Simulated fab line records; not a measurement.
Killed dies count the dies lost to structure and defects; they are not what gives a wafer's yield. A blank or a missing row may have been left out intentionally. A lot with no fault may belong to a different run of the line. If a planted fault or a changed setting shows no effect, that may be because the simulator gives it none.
Matching of chambers	flow nandHarc	NHARC_P_M1_CMP_23 on cmp-01 has 4 sister chambers
The step polishes, t overpolish 20 s, target thk 157.82 nm. 4 wafers are shown with their chamber, then 8 later ones without.

## EACH WAFER AND ITS CHAMBER
wafer	chamber	motorCurrentA (A)
L298.6	2	12.3
L300.1	3	10.8
L300.5	0	11.5
L312.1	1	14.4

## WAFERS WHOSE CHAMBER IS MISSING
wafer	motorCurrentA (A)
L312.2	12.0
L312.3	11.1
L314.2	10.7
L314.4	12.4
L314.5	11.9
L313.2	10.7
L313.4	10.6
L313.5	12.5

## THE CHAMBER EACH PASSED THROUGH
wafer	from the rows above	in truth
L312.2	can't be placed: 2 or 0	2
L312.3	can't be placed: 3 or 0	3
L314.2	3	3
L314.4	2	2
L314.5	can't be placed: 0 or 2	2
L313.2	3	3
L313.4	3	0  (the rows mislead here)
L313.5	2	2
4 of 8 placed correctly. Can't be placed from these rows: 3 (the true chamber is among the candidates in 3). Number placed wrongly: 1.
How it was worked out, from the rows above alone: a wafer's distance from a chamber is the root of the sum, over the readings, of the square of ((its reading less the chamber's mean) divided by the reading's scatter). If the next closest chamber is less than 2 further off than the closest, the wafer can't be placed; otherwise it belongs to the closest. For every chamber, the mean is computed from those of its wafers that are shown. The scatter: root of mean squared gap, hidden wafer to nearest shown wafer, with one shown wafer a chamber.
